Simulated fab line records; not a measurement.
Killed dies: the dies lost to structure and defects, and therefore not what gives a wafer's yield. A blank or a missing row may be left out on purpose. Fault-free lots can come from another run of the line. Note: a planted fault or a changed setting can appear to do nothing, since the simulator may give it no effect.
Split-lot experiment ; flow n5 finfet ; 21 wafers read from 7 lots, route of 1938 steps

THE SPLIT ITSELF
At N5_BEOL_M3_COAT_76 (time 60 s, resist thk 5 nm), the setting spin rpm was moved away from the recipe's 1500 rpm on 8 of the 21 wafers read, by -8.3% to -3.5%. The other wafers ran this setting at the recipe's value.

FROM THE SPLIT TO THE READING: what the file shows between them, 3 steps
- N5_BEOL_M3_COAT_22: resist thk 30 nm
- N5_BEOL_M3_EBR_24
- N5_BEOL_M3_DESCUM_33: chemistry O2, time 7 s

THE READING
etch.depth nm (the simulator's own value, which no gauge read), in nm, at N5_BEOL_M3_ETCH_77 (etches underlayer in N2/H2, target depth 6.5 nm, time 5.2 s). The file gives no usual value for it. Average 4.996 nm, standard deviation 0.014 nm, over the 13 wafers here run with the recipe.

wafer;tool, chamber at the split;spin rpm as run, rpm;against the recipe;etch.depth nm, nm;against lot-mates on the recipe
L077.2;litho track-04, 0;1500;recipe;4.989;-
L077.4;litho track-04, 0;1500;recipe;5.016;-
L077.5;litho track-04, 0;1500;recipe;5.01;-
L079.1;litho track-04, 0;1447;-3.5%;5.116;no lot-mate on the recipe
L079.5;litho track-04, 0;1447;-3.5%;5.112;no lot-mate on the recipe
L079.6;litho track-04, 0;1447;-3.5%;5.095;no lot-mate on the recipe
L082.1;litho track-04, 0;1500;recipe;5.005;-
L082.2;litho track-04, 0;1500;recipe;4.993;-
L082.5;litho track-04, 0;1500;recipe;5.007;-
L085.1;litho track-03, 0;1412;-5.9%;5.162;+0.157
L085.5;litho track-03, 0;1500;recipe;5.01;-
L085.6;litho track-03, 0;1500;recipe;5;-
L089.1;litho track-03, 0;1424;-5.1%;5.118;+0.149
L089.2;litho track-03, 0;1500;recipe;4.969;-
L089.6;litho track-03, 0;1424;-5.1%;5.099;+0.130
L093.4;litho track-03, 0;1500;recipe;4.978;-
L093.5;litho track-03, 0;1500;recipe;4.988;-
L093.6;litho track-03, 0;1500;recipe;4.979;-
L095.1;litho track-03, 0;1500;recipe;5.003;-
L095.2;litho track-03, 0;1376;-8.3%;5.21;+0.207
L095.4;litho track-03, 0;1376;-8.3%;5.222;+0.219

THE FIT
A straight line over all 21 wafers: etch.depth nm changes by -0.0265 nm for each +1% of spin rpm; r = -0.98; the points scatter about the line by 0.016 nm.
The same after taking each lot's own level away (the mean of its wafers on the recipe; 18 wafers): -0.0263 nm for each +1%; r = -1.00; scatter 0.0079 nm.
That fit puts the effect of the largest move of spin rpm on the reading at 0.22 nm.
The span of the lots' own levels, 4.9690 to 5.0050 nm, comes to 2.6 times the standard deviation stated above.
Consequently the slope shifts little with the lot-to-lot level, the two slopes agreeing.
Check: with one of the wafers moved furthest among these (-8.3%) left out of the fit, the line predicts +0.222 nm for it against its lot-mates. Against them it came out at +0.207 nm.

FILE'S OWN FIT
etch.depth nm changes by -0.0264 nm for each +1% of spin rpm, r = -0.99.
